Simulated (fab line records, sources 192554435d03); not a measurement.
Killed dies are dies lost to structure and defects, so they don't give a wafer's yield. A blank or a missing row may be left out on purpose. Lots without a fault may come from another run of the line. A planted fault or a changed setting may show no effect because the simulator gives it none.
Chamber matching | flow n5_finfet | N5_BEOL_M7_PECVD_70 on pecvd-03: 3 sister chambers
The step deposits SiO2 from TEOS/O2, target thk 20 nm, time 22.7 s. 20 wafers are shown with their chamber, then 10 later ones without.

WAFERS WITH THEIR CHAMBER
wafer  | chamber | throttle_valve_pct (%) | showerhead_plenum_p_Torr (Torr) | heater_power_w (W)
L078.2 | 2       | 21.8                   | 8.73                            | 507
L078.4 | 1       | 21.1                   | 8.84                            | 639
L078.6 | 2       | 21.8                   | 8.74                            | 503
L083.3 | 0       | 24.4                   | 8.90                            | 780
L083.4 | 1       | 21.1                   | 8.85                            | 672
L083.5 | 1       | 21.4                   | 8.88                            | 668
L085.2 | 0       | 24.6                   | 8.89                            | 731
L085.3 | 2       | 21.8                   | 8.72                            | 579
L085.5 | 2       | 22.1                   | 8.73                            | 571
L087.1 | 0       | 24.5                   | 8.89                            | 675
L087.4 | 0       | 24.7                   | 8.91                            | 675
L087.5 | 2       | 21.8                   | 8.73                            | 636
L090.1 | 1       | 21.1                   | 8.83                            | 615
L090.2 | 2       | 21.9                   | 8.72                            | 574
L090.6 | 2       | 21.8                   | 8.71                            | 564
L091.1 | 1       | 21.0                   | 8.86                            | 657
L091.3 | 2       | 21.9                   | 8.74                            | 592
L091.5 | 0       | 24.7                   | 8.90                            | 705
L092.1 | 0       | 24.7                   | 8.93                            | 644
L092.2 | 1       | 21.0                   | 8.87                            | 553

SIGNATURES (means of the wafers above)
reading                  | chamber 0 | chamber 1 | chamber 2 | scatter within a chamber
throttle_valve_pct       | 24.600    | 21.117    | 21.863    | 0.125
showerhead_plenum_p_Torr | 8.9033    | 8.8550    | 8.7275    | 0.0146
heater_power_w           | 701.67    | 634.00    | 565.75    | 45.5
Rule: a wafer's distance from a chamber is the root of the sum, over the readings, of the square of ((its reading less the chamber's mean) divided by the reading's scatter). The wafer belongs to the nearest chamber; if the next one is less than 2 further off, it can't be placed. The scatter: the root of (the sum of the squares of (reading less its chamber's mean) over the shown wafers, divided by (wafers less chambers)).

WAFERS WITHOUT THEIR CHAMBER
wafer  | throttle_valve_pct (%) | showerhead_plenum_p_Torr (Torr) | heater_power_w (W)
L092.6 | 24.6                   | 8.86                            | 669
L094.1 | 24.6                   | 8.94                            | 789
L094.5 | 24.3                   | 8.90                            | 774
L094.6 | 20.9                   | 8.86                            | 576
L093.1 | 21.0                   | 8.86                            | 656
L093.4 | 24.4                   | 8.91                            | 793
L093.5 | 21.0                   | 8.85                            | 676
L097.1 | 24.7                   | 8.89                            | 702
L097.3 | 21.1                   | 8.85                            | 576
L097.5 | 24.6                   | 8.90                            | 704

WHICH CHAMBER EACH WENT THROUGH
wafer  | from the rows above | in truth
L092.6 | 0                   | 0
L094.1 | 0                   | 0
L094.5 | 0                   | 0
L094.6 | 1                   | 1
L093.1 | 1                   | 1
L093.4 | 0                   | 0
L093.5 | 1                   | 1
L097.1 | 0                   | 0
L097.3 | 1                   | 1
L097.5 | 0                   | 0
Placed correctly: 10 of 10. Can't be placed from these rows: 0. Placed wrongly: 0.
